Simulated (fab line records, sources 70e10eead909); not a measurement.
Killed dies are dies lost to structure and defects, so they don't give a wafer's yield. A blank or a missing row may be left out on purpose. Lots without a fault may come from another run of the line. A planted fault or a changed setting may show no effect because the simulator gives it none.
fab line records | flow nand_harc | part 2 of 2: steps 5 to 6 of 6
record lots=21 wafers=63 last_day=33
route steps=1302 shown A_STAIRCASE@670
lots that met no fault: from a run of the same line without faults
start_h: hours from the record's first day to the start of the lot's first wafer shown | wait_h: hours since the lot's step before | " the same as in the row above | L1.1+2: a row that stands for several wafers | - no value, or no start given | * or withheld: withheld | < > ~ a bound
route shown NAME@n: a module of which the file shows steps, and the number in the route of the first | usual: mean/standard deviation of fault-free wafers | same: alike in all rows | chamber/n: place in a boat | sites: the reading at each site | _std_site: their standard deviation | _edge_site: outer sites' mean less inner sites' | radius_mm: how far each site lies from the wafer's centre | mask NAME#n: copy n | behind: the tool/chamber that last shaped the wafer | hold: why the lot was held/for how many hours/how that ended | device: the transistor (n, p or np) that didn't switch | end of line: the same wafers' tests at the end of the route | a step without rows: its recipe alone | killed: dies lost to structure and defects at the first sort, not the wafer's yield | map: a wafer's dies, x killed, . not, _ none there
set.NAME: the setting as run; set.NAME@STEP: as run at that earlier step | model.NAME: the simulator's own value behind a step, which no gauge read
steps of the route over a sample of lots; a table a step, a row a wafer
services: from which hour (start_h, from the record's first day; less than 0 if before it) a tool's chamber was out of use, for how many hours, and why
## steps
# step NHARC_A_STAIRCASE_TRIM_198
# recipe time_s=211.2 o2_flow_sccm=500 ar_flow_sccm=0 bias_w=0 chemistry=O2
# usual drypump_motor_current_A=5.8/0.36 oes_product_au=0.997/0.0078 rf_vpp_V=57.6/0.82 showerhead_plenum_p_Torr=3.54/0.15 throttle_valve_pct=17.036/0.0084
# columns lot.wafer tool chamber start_h wait_h drypump_motor_current_A oes_product_au rf_hours_counter_h rf_vpp_V showerhead_plenum_p_Torr throttle_valve_pct
L074.2 rie_diel-13 2 - - 6.0 1.000 6 58.3 3.74 17.037
L074.3 " 3 " " 5.9 0.998 6 57.8 3.38 17.033
L074.6 " 1 " " 5.3 1.000 - 56.7 3.63 17.049
L076.2 rie_diel-01 0 - - 5.6 0.985 56 55.9 3.45 17.036
L076.4 " 2 " " 6.1 0.998 58 57.1 3.57 17.034
L076.6 " 3 " " 5.8 1.005 - 58.4 3.38 17.046
L075.3 rie_diel-13 2 - - 6.0 1.008 11 58.2 3.74 17.042
L075.2 " 3 " " 5.8 1.001 9 57.9 3.38 17.023
L075.5 " 2 " " 6.0 1.006 - 59.1 3.74 17.036
L077.2 rie_diel-12 0 - - 5.6 0.997 32 57.8 3.39 17.022
L077.5 " 2 " " 5.8 1.007 - 57.1 3.38 17.033
L077.4 " 1 " " 5.6 0.989 - 57.3 3.76 17.045
L079.3 rie_diel-13 0 - - 6.4 0.981 23 57.6 3.50 17.044
L079.5 " 1 " " 5.3 1.003 - 58.0 3.62 17.038
L079.6 " 2 " " 6.0 0.996 - 58.5 3.73 17.043
L078.2 rie_diel-01 3 - - 5.8 1.008 5 56.6 3.37 17.036
L078.6 " 1 " " 5.4 1.001 - 58.6 3.77 17.032
L078.5 " 2 " " 6.1 0.999 - 56.9 3.57 17.026
L081.2 rie_diel-13 2 - - 6.1 0.991 30 57.4 3.73 17.031
L081.3 " 1 " " 5.3 0.995 26 58.4 3.62 17.025
L081.5 " 3 " " 5.9 0.994 - 56.9 3.37 17.034
L082.4 rie_diel-13 0 - - 6.4 0.991 30 58.1 3.50 17.040
L082.2 " 2 " " 6.0 0.991 32 58.4 3.73 17.023
L082.6 " 1 " " 5.3 1.005 - 57.0 3.62 17.032
L083.1 rie_diel-12 0 - - 5.7 1.006 1 57.9 3.38 17.025
L083.2 " 1 " " 5.7 1.001 1 58.5 3.74 17.033
L083.6 " 2 " " 5.9 1.002 - 55.8 3.37 17.035
L084.4 rie_diel-13 0 - - 6.4 0.990 37 56.7 3.49 17.050
L084.5 " 3 " " 5.9 0.993 - 57.0 3.36 17.021
L084.6 " 0 " " 6.4 0.991 - 57.2 3.49 17.030
L086.2 rie_diel-13 2 - - 6.0 1.003 42 58.3 3.72 17.025
L086.5 " 3 " " 5.8 1.004 - 57.8 3.36 17.044
L086.6 " 0 " " 6.4 0.993 - 56.6 3.49 17.043
L085.2 rie_diel-13 1 - - 5.2 1.011 41 58.1 3.61 17.045
L085.6 " 2 " " 6.0 0.995 - 59.1 3.72 17.035
L085.5 " 3 " " 5.9 1.006 - 57.9 3.36 17.041
L088.1 rie_diel-01 0 - - 5.6 0.990 39 57.8 3.43 17.024
L088.4 " 1 " " 5.4 1.000 39 58.0 3.75 17.032
L088.6 " 2 " " 6.1 0.989 - 56.7 3.55 17.032
L090.3 rie_diel-12 2 - - 5.8 0.998 17 56.7 3.36 17.036
L090.4 " 1 " " 5.7 0.998 16 58.0 3.74 17.038
L090.6 " 2 " " 5.8 0.998 - 57.5 3.36 17.038
L091.1 rie_diel-01 2 - - 6.1 1.000 54 56.9 3.54 17.033
L091.3 " 0 " " 5.6 0.993 51 56.5 3.42 17.038
L091.6 " 3 " " 5.8 1.006 - 57.4 3.35 17.050
L092.1 rie_diel-12 0 - - 5.6 1.000 30 58.6 3.37 17.025
L092.4 " 3 " " 5.0 1.018 27 57.1 3.74 17.034
L092.6 " 0 " " 5.6 0.997 - 57.0 3.37 17.033
L093.2 rie_diel-01 0 - - 5.6 0.997 54 56.9 3.42 17.018
L093.1 " 1 " " 5.4 0.998 60 57.8 3.74 17.031
L093.6 " 0 " " 5.6 0.988 - 57.6 3.42 17.051
L094.1 rie_diel-13 3 - - 5.9 1.010 9 58.0 3.35 17.045
L094.2 " 0 " " 6.4 0.988 9 57.7 3.48 17.032
L094.6 " 1 " " 5.3 0.999 - 56.5 3.60 17.056
L095.2 rie_diel-13 0 - - 6.4 1.007 18 56.5 3.47 17.036
L095.4 " 1 " " 5.3 1.004 16 57.3 3.59 17.028
L095.5 " 3 " " 5.9 0.998 - 58.2 3.34 17.034
L097.1 rie_diel-01 2 - - 6.1 0.993 8 57.7 3.53 17.035
L097.3 " 3 " " 5.8 1.008 8 59.2 3.34 17.027
L097.6 " 1 " " 5.4 1.009 - 58.2 3.73 17.044
L096.2 rie_diel-13 2 - - 6.0 0.988 20 58.0 3.70 17.037
L096.4 " 3 " " 5.9 0.991 21 57.3 3.34 17.035
L096.3 " 1 " " 5.2 0.982 19 58.1 3.59 17.047
# step NHARC_A_STAIRCASE_STRIP_238
# recipe power_w=1500 temp_c=250 chemistry=O2
# usual drypump_motor_current_A=5.9/0.42 heater_power_w=346/33
# columns lot.wafer tool chamber start_h wait_h drypump_motor_current_A heater_power_w rf_hours_counter_h
L074.2 plasma_asher-02 0 372.82 0.1 6.2 396 23
L074.3 " 1 " " 5.7 349 -
L074.6 " 0 " " 6.2 389 -
L075.2 plasma_asher-01 1 379.15 0.1 5.2 329 7
L075.3 " 1 " " 5.2 333 -
L075.5 " 0 " " 6.4 289 -
L076.2 plasma_asher-01 1 380.12 0.1 5.2 344 8
L076.4 " 1 " " 5.2 341 -
L076.6 " 0 " " 6.4 287 -
L077.2 plasma_asher-02 1 396.07 1.1 5.7 345 26
L077.4 " 0 " " 6.2 389 -
L077.5 " 0 " " 6.2 387 -
L079.3 plasma_asher-02 1 412.93 0.2 5.7 347 -
L079.5 " 0 " " 6.2 393 -
L079.6 " 1 " " 5.7 335 -
L078.2 plasma_asher-01 1 413.08 0.1 5.2 337 16
L078.5 " 1 " " 5.2 332 -
L078.6 " 0 " " 6.4 288 -
L081.2 plasma_asher-02 1 438.34 0.1 5.7 352 1
L081.3 " 0 " " 6.3 378 -
L081.5 " 1 " " 5.7 359 -
L082.2 plasma_asher-01 1 445.47 0.1 5.2 331 25
L082.4 " 0 " " 6.4 286 -
L082.6 " 0 " " 6.4 290 -
L083.1 plasma_asher-02 1 461.24 0.1 5.7 356 6
L083.2 " 0 " " 6.2 376 6
L083.6 " 0 " " 6.2 378 -
L084.4 plasma_asher-02 0 465.95 0.2 6.2 374 -
L084.6 " 0 " " 6.2 376 -
L084.5 " 1 " " 5.7 344 -
L086.2 plasma_asher-01 0 469.33 0.1 6.4 294 30
L086.5 " 1 " " 5.2 341 -
L086.6 " 0 " " 6.4 284 -
L085.2 plasma_asher-02 0 472.92 0.1 6.2 375 8
L085.5 " 1 " " 5.7 341 -
L085.6 " 0 " " 6.2 387 -
L088.1 plasma_asher-02 0 508.19 0.1 6.2 379 15
L088.4 " 0 " " 6.2 371 -
L088.6 " 0 " " 6.2 389 -
L090.3 plasma_asher-02 1 520.06 0.5 5.8 349 -
L090.4 " 0 " " 6.2 373 -
L090.6 " 1 " " 5.7 341 -
L091.1 plasma_asher-02 0 542.57 0.1 6.2 388 23
L091.3 " 0 " " 6.2 377 -
L091.6 " 1 " " 5.7 341 -
L092.1 plasma_asher-02 0 549.76 0.1 6.2 378 27
L092.4 " 0 " " 6.2 379 -
L092.6 " 0 " " 6.2 377 -
L093.2 plasma_asher-01 1 552.36 0.1 5.2 365 3
L093.1 " 0 " " 6.4 283 3
L093.6 " 0 " " 6.4 283 -
L094.2 plasma_asher-02 0 559.52 0.4 6.2 376 29
L094.1 " 1 " " 5.7 359 29
L094.6 " 1 " " 5.7 347 -
L095.2 plasma_asher-01 1 579.15 0.1 5.2 372 7
L095.4 " 1 " " 5.2 370 -
L095.5 " 0 " " 6.4 287 -
L097.1 plasma_asher-02 0 593.92 0.1 6.2 373 36
L097.3 " 1 " " 5.7 343 -
L097.6 " 0 " " 6.2 377 -
L096.2 plasma_asher-02 0 595.17 0.1 6.2 378 36
L096.4 " 1 " " 5.7 351 -
L096.3 " 0 " " 6.2 382 -
## services
# columns tool chamber start_h hours kind
plasma_asher-01 - 342.00 9.0 pm
rie_diel-13 - 344.48 9.0 pm
rie_diel-13 0 344.48 9.0 vent_cycle
rie_diel-13 1 344.48 9.0 vent_cycle
rie_diel-12 0 351.70 2.4 repair
rie_diel-12 2 353.93 14.2 repair
plasma_asher-02 - 360.06 8.4 repair
rie_diel-01 - 375.63 1.0 repair
plasma_asher-02 - 382.28 13.6 repair
rie_diel-12 3 383.32 14.3 repair
rie_diel-01 - 383.76 9.0 pm
plasma_asher-02 - 426.00 9.0 pm
rie_diel-12 - 445.52 9.0 pm
rie_diel-01 - 465.49 3.2 repair
rie_diel-13 2 474.44 1.7 repair
rie_diel-13 3 502.52 9.6 repair
rie_diel-12 1 503.09 6.9 repair
plasma_asher-01 - 519.00 9.0 pm
rie_diel-13 - 521.48 9.0 pm
rie_diel-12 2 533.18 1.2 repair
plasma_asher-01 - 541.42 10.8 repair
rie_diel-01 - 555.21 0.2 repair
plasma_asher-01 - 558.47 2.8 repair
rie_diel-01 - 560.76 9.0 pm
